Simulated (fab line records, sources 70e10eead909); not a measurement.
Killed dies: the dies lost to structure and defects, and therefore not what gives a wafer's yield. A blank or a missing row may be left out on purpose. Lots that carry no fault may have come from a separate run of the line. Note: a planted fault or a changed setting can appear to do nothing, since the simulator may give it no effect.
Comparing a struck lot with a sound one ; flow nand_harc ; 13 steps out of a route of 1302
Sound: the wafers L880.1, L880.3, L880.6. Struck: wafer L887.6. (L887.1, L887.2 of the same lot were not struck and are left out.) The cause comes at the end.
At each step with rows: each side's tool, then ch and its chambers, then its first start. Under that, the readings that differ: sound wafers ; struck wafers ; difference of the means ; sigmas: that difference in standard deviations of wafers without a fault.
alike: readings whose means differ by less than 2 such deviations, and words and numbers that are the same on both sides. not compared: withheld readings, readings that some wafer has no value for, bounds like >300 that may hide the same value, and numbers for which the record gives no deviation and whose values overlap.
The two part at a step that has a row with sigmas, a row that says differs or no value, or rows on one side only. Non-overlapping numbers with no deviation appear without sigmas and do not part them. Lack of a reading on every wafer of one side parts them only where that side has two or more wafers.

NHARC_A_STAIRCASE_STRIP_446: strips in O2.
  sound on plasma_asher-01 ch 0,1, day 19 16:46; struck on plasma_asher-01 ch 1, day 22 02:25
  alike: drypump_motor_current_A, heater_power_w
  not compared: rf_hours_counter_h
then, 3 steps without rows for these wafers: NHARC_A_STAIRCASE_STRIP_447 (strips in SPM, time 900 s); NHARC_A_STAIRCASE_PRECLEAN_448 (cleans in SC1); NHARC_A_STAIRCASE_SRD_449.
NHARC_A_STAIRCASE_CMP_450: polishes SiO2, target thk 200 nm.
  sound on cmp-04 ch 0,2,3, day 19 17:31; struck on cmp-02 ch 1, day 22 03:14
  alike: motor_current_A
NHARC_A_STAIRCASE_CMP_152: polishes.
  sound on cmp-04 ch 0,2,3, day 19 17:36; struck on cmp-02 ch 1, day 22 03:18
  alike: motor_current_A
then, 2 steps without rows for these wafers: NHARC_A_STAIRCASE_SRD_154; NHARC_A_STAIRCASE_ETCH_403 (etches SiO2 in dHF, target depth 108.2 nm).
NHARC_A_STAIRCASE_ETCHBACK_422: etches the open film in CH3F/O2, target depth 40 nm, time 74.286 s.
  sound on rie_diel-04 ch 0,3, day 19 18:02; struck on rie_diel-04 ch 3, day 22 03:47
  alike: chamber_pressure_mTorr, drypump_motor_current_A, oes_product_au, rf_vpp_V, showerhead_plenum_p_Torr, throttle_valve_pct
  not compared: rf_hours_counter_h
then, 1 step without rows for these wafers: NHARC_A_STAIRCASE_ETCH_423 (etches SiO2 in dHF, target depth 30 nm).
NHARC_A_STAIRCASE_ETCHBACK_157: etches the open film in CH3F/O2, target depth 90 nm, time 167.14 s.
  sound on rie_diel-07 ch 0,1,2, day 19 18:27; struck on rie_diel-04 ch 1, day 22 04:08
reading;sound;struck;difference;sigmas
oes_product_au (a.u.);0.91 0.92 0.90;0.73;-0.18;-6
  alike: chamber_pressure_mTorr, drypump_motor_current_A, rf_vpp_V, showerhead_plenum_p_Torr, throttle_valve_pct
  not compared: rf_hours_counter_h
NHARC_A_STAIRCASE_STRIP_475: strips in O2, time 20 s.
  sound on rie_diel-07 ch 0,2,3; struck on rie_diel-04 ch 3
  alike: chamber_pressure_mTorr, drypump_motor_current_A, oes_product_au, rf_vpp_V, showerhead_plenum_p_Torr, throttle_valve_pct
  not compared: rf_hours_counter_h
-- jump in the record: it breaks off in module A_STAIRCASE and resumes in module END (first step shown: number 1302 of the route), and 5 days separate the struck wafers' starts before and after --
NHARC_END_SORT_01:
  sound on prober-02 ch 0, day 25 04:07; struck on prober-01 ch 0, day 27 15:11
reading;sound;struck;difference;sigmas
killed_at_array;65 52 62;674;+614;+32
killed_dies;66 55 63;677;+616;+32
killed_short;6 4 4;1;-4;-2
  alike: killed_at_other, killed_at_periphery, killed_open

== WHERE THEY PART ==
At NHARC_A_STAIRCASE_ETCHBACK_157 first; at NHARC_END_SORT_01 last (within this record only).

WHY: what the simulator had put in
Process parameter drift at NHARC_A_STAIRCASE_ETCHBACK_157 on rie_diel-04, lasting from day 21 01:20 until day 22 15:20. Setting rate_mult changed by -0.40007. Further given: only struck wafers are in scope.
